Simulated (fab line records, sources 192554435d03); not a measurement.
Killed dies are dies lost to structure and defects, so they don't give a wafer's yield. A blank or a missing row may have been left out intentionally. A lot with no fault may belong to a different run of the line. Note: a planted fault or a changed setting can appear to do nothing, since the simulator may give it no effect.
Split-lot study	flow n5 finfet	on a route of 1938 steps: 7 lots, 21 wafers read

== THE SPLIT ITSELF ==
At N5_BEOL_M11_COAT_05 (resist thk 90 nm), the setting spin rpm was moved away from the recipe's 1500 rpm on 7 of the 21 wafers read, by +3.9% to +8.9%. This setting was run at the recipe's value on the other wafers.

== FROM THE SPLIT TO THE READING: what the file shows between them, 5 steps ==
- N5_BEOL_M11_EBR_07
- N5_BEOL_M11_SOFTBAKE_06: time 60 s
- N5_BEOL_M11_EXPOSE_08: exposes mask M11
- N5_BEOL_M11_PEB_09: peb time 60 s
- N5_BEOL_M11_DEVELOP_10: develop time 30 s

== THE READING ==
CAR-ArF_of_BEOL_M11_COAT_05.thk nm (the simulator's own value, which no gauge read), in nm, at N5_BEOL_M11_DESCUM_16 (chemistry O2, time 7.9 s). There is no usual value for it anywhere in the file. The 14 wafers here that ran the recipe average 83.2 nm, standard deviation 0.33 nm.

wafer	tool, chamber at the split	spin rpm as run, rpm	against the recipe	CAR-ArF_of_BEOL_M11_COAT_05.thk nm, nm	against lot-mates on the recipe
L074.1	litho track-01, 0	1500	recipe	83.4	-
L074.2	litho track-01, 0	1500	recipe	83.2	-
L074.4	litho track-01, 0	1500	recipe	83.2	-
L075.3	litho track-01, 0	1565	+4.3%	81.4	-1.8
L075.4	litho track-01, 0	1500	recipe	83.2	-
L075.5	litho track-01, 0	1500	recipe	83.2	-
L076.1	litho track-03, 0	1500	recipe	82.8	-
L076.4	litho track-03, 0	1500	recipe	83	-
L076.5	litho track-03, 0	1634	+8.9%	79.4	-3.5
L077.1	litho track-05, 0	1500	recipe	83.6	-
L077.3	litho track-05, 0	1500	recipe	83.4	-
L077.6	litho track-05, 0	1500	recipe	83.8	-
L080.4	litho track-01, 0	1500	recipe	83	-
L080.5	litho track-01, 0	1500	recipe	82.8	-
L080.6	litho track-01, 0	1500	recipe	82.8	-
L083.1	litho track-03, 0	1581	+5.4%	81.2	no lot-mate on the recipe
L083.2	litho track-03, 0	1581	+5.4%	81.2	no lot-mate on the recipe
L083.6	litho track-03, 0	1581	+5.4%	81.4	no lot-mate on the recipe
L090.4	litho track-03, 0	1500	recipe	83.8	-
L090.5	litho track-03, 0	1558	+3.9%	82	-1.8
L090.6	litho track-03, 0	1558	+3.9%	82	-1.8

THE FIT
A straight line over all 21 wafers: CAR-ArF_of_BEOL_M11_COAT_05.thk nm changes by -0.391 nm for each +1% of spin rpm; r = -0.96; the points scatter about the line by 0.31 nm.
The same after taking each lot's own level away (the mean of its wafers on the recipe; 18 wafers): -0.41 nm for each +1%; r = -0.99; scatter 0.13 nm.
According to that fit, moving spin rpm by its largest amount changes the reading by 3.7 nm.
From 82.87 to 83.80 nm: that is the span of the lots' own levels, equal to 2.8 times the standard deviation above.
So the lot-to-lot level changes the slope little: the two slopes agree.
Check: -3.98 nm against its lot-mates is what the line predicts for one of the wafers moved furthest among these (+8.9%) when that wafer is left out of the fit. It came out at -3.5 nm against them.

== THE WHOLE CHAIN: every reading that the file lists as answering this split, in the file's order ==
step	what it does	reading	change (the file's fit)	r (the file's)
N5_BEOL_M11_COAT_05	resist thk 90 nm	CAR-ArF_of_BEOL_M11_COAT_05.thk nm (the simulator's own value, which no gauge read)	-0.398 nm for each +1% of the setting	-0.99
N5_BEOL_M11_DEVELOP_10	develop time 30 s	CAR-ArF_of_BEOL_M11_COAT_05.thk nm (the simulator's own value, which no gauge read)	-0.394 nm for each +1% of the setting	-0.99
N5_BEOL_M11_DESCUM_16	chemistry O2, time 7.9 s	CAR-ArF_of_BEOL_M11_COAT_05.thk nm (the simulator's own value, which no gauge read)	-0.405 nm for each +1% of the setting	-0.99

== FILE'S OWN FIT ==
CAR-ArF_of_BEOL_M11_COAT_05.thk nm changes by -0.405 nm for each +1% of spin rpm, r = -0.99.
